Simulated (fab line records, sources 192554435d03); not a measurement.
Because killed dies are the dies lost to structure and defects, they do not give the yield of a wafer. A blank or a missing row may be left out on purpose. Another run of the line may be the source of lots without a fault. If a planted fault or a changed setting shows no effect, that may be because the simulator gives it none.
Split-lot trial -- flow n5_finfet -- 39 wafers read across 7 lots, on a route 1938 steps long

## ON THE SPLIT
At N5_MOL_CONTACT_COAG_VIA_ETCH_46 (etches SiO2 in C4F6/O2, target depth 46 nm, overetch 9.2 nm, time 40 s), the setting target_depth_a was moved away from the recipe's 460 angstrom on 15 of the 39 wafers read, by +21.2% to +45.6%. For the rest of the wafers, this setting stayed at what the recipe calls for.

The split's own step is where the reading is taken.

## THE READING
SOC_of_MOL_CONTACT_COAG_COAT_75.thk_nm (the simulator's own value, which no gauge read), in nm, at N5_MOL_CONTACT_COAG_VIA_ETCH_46 (etches SiO2 in C4F6/O2, target depth 46 nm, overetch 9.2 nm, time 40 s). The file gives no usual value for it. Average 51.0 nm, standard deviation 0.27 nm, over the 24 wafers here run with the recipe.

wafer,"tool, chamber at the split","target_depth_a as run, angstrom",against the recipe,"SOC_of_MOL_CONTACT_COAG_COAT_75.thk_nm, nm",against lot-mates on the recipe
L074.1,"rie_diel-04, 3,2",460,recipe,50.8,-
L074.5,"rie_diel-04, 3,2",460,recipe,50.8,-
L074.2,"rie_diel-04, 1",669.8,+45.6%,48,-2.7
L074.3,"rie_diel-04, 2,0",669.8,+45.6%,48.6,-2.1
L074.4,"rie_diel-04, 2,0",669.8,+45.6%,48.6,-2.1
L074.6,"rie_diel-04, 1",460,recipe,50.6,-
L079.1,"rie_diel-04, 0",460,recipe,51.4,-
L079.2,"rie_diel-04, 1",460,recipe,51,-
L079.3,"rie_diel-04, 2",562.2,+22.2%,50,-1.2
L079.5,"rie_diel-04, 2",562.2,+22.2%,50,-1.2
L079.4,"rie_diel-04, 3",562.2,+22.2%,49.8,-1.4
L079.6,"rie_diel-04, 1",460,recipe,51.2,-
L080.1,"rie_diel-01, 2,1",460,recipe,51.4,-
L080.2,"rie_diel-01, 2,1",460,recipe,51.4,-
L080.3,"rie_diel-01, 3,3,1",460,recipe,51,-
L080.4,"rie_diel-01, 3,3,1",460,recipe,51,-
L080.6,"rie_diel-01, 3,3,1",460,recipe,51,-
L080.5,"rie_diel-01, 2",460,recipe,51.2,-
L081.1,"rie_diel-04, 0,1",460,recipe,50.8,-
L081.3,"rie_diel-04, 0,1",460,recipe,50.8,-
L081.2,"rie_diel-04, 3",460,recipe,50.6,-
L086.1,"rie_diel-04, 2",460,recipe,51,-
L086.2,"rie_diel-04, 1,3",557.4,+21.2%,49.8,-1.2
L086.5,"rie_diel-04, 1,3",557.4,+21.2%,49.8,-1.2
L086.3,"rie_diel-04, 3",460,recipe,50.8,-
L086.4,"rie_diel-04, 0",460,recipe,51.2,-
L086.6,"rie_diel-04, 0",557.4,+21.2%,50,-1.0
L088.1,"rie_diel-04, 3",626.1,+36.1%,48.6,-2.2
L088.2,"rie_diel-04, 0",626.1,+36.1%,49.2,-1.6
L088.3,"rie_diel-04, 1",460,recipe,50.6,-
L088.4,"rie_diel-04, 0",460,recipe,51,-
L088.5,"rie_diel-04, 1",626.1,+36.1%,49,-1.8
L088.6,"rie_diel-04, 3",460,recipe,50.8,-
L097.1,"rie_diel-01, 0",460,recipe,51.2,-
L097.4,"rie_diel-01, 0",460,recipe,51.2,-
L097.2,"rie_diel-01, 3",460,recipe,50.4,-
L097.3,"rie_diel-01, 1",563.5,+22.5%,49.4,-1.5
L097.5,"rie_diel-01, 3,1",563.5,+22.5%,49.2,-1.7
L097.6,"rie_diel-01, 3,1",563.5,+22.5%,49.2,-1.7
Rows listing several chambers each stand for several wafers; the file does not say which wafer went through which chamber.

THE FIT
A straight line over all 39 wafers: SOC_of_MOL_CONTACT_COAG_COAT_75.thk_nm changes by -0.0568 nm for each +1% of target_depth_a; r = -0.95; the points scatter about the line by 0.28 nm.
The same after taking each lot's own level away (the mean of its wafers on the recipe; 39 wafers): -0.0537 nm for each +1%; r = -0.96; scatter 0.24 nm.
According to that fit, moving target_depth_a by its largest amount changes the reading by 2.5 nm.
The span of the lots' own levels, 50.73 to 51.20 nm, comes to 1.7 times the standard deviation stated above.
The two slopes agree, so the slope changes little with the lot-to-lot level.
Check: with one of the wafers moved furthest among these (+45.6%) left out of the fit, the line predicts -2.43 nm for it against its lot-mates. Against them it came out at -2.73 nm.

## OTHER SPLITS APPLIED TO THESE WAFERS
Other splits were also applied to these wafers ahead of the reading. Each is held against what the fit with the lots' levels taken away leaves over:
other split on the same wafers,wafers away from the commonest value,r with SOC_of_MOL_CONTACT_COAG_COAT_75.thk_nm (lot level and that fit taken away)
N5_PMOS_HMC_CHANNEL_EPI_HM_DEP_34 time_s,12,+0.02
N5_SD_EPI_N_ETCH_35 time_s,12,-0.04

## FILE'S OWN FIT
SOC_of_MOL_CONTACT_COAG_COAT_75.thk_nm changes by -0.0545 nm for each +1% of target_depth_a, r = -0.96.
